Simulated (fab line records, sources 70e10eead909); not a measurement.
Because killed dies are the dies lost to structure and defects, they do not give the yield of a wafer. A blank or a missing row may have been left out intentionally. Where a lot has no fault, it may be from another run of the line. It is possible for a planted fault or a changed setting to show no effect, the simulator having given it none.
Chamber matching	flow nand harc	pecvd-03 running NHARC_P_CONTACT_DEP_30: 3 sister chambers
The step deposits SiNx, target thk 30 nm. 3 wafers are shown with their chamber, then 7 later ones without.

== WAFERS, EACH WITH ITS CHAMBER ==
wafer	chamber	heater power w (W)
L083.4	1	703
L086.1	2	518
L086.5	0	638

== WAFERS WITHOUT THEIR CHAMBER ==
wafer	heater power w (W)
L086.6	749
L090.1	638
L090.3	802
L090.6	576
L093.2	643
L093.4	523
L093.5	595

== WHICH CHAMBER EACH ONE RAN IN ==
wafer	from the rows above	in truth
L086.6	can't be placed: 1 or 0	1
L090.1	can't be placed: 0 or 1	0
L090.3	can't be placed: 1 or 0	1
L090.6	can't be placed: 2 or 0 or 1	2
L093.2	can't be placed: 0 or 1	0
L093.4	2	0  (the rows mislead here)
L093.5	can't be placed: 0 or 2 or 1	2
Correct placement for 0 of the 7. Not placeable from these rows: 6 (in 6, the candidates include the true chamber). Wrongly placed: 1.
How it was worked out, from the rows above alone: a wafer's distance from a chamber is the root of the sum, over the readings, of the square of ((its reading less the chamber's mean) divided by the reading's scatter). If the next closest chamber is less than 2 further off than the closest, the wafer can't be placed; otherwise it belongs to the closest. A chamber's mean is the mean of its shown wafers. The scatter: with one shown wafer a chamber, the root of the mean of the squares of how far each hidden wafer lies from its nearest shown one.
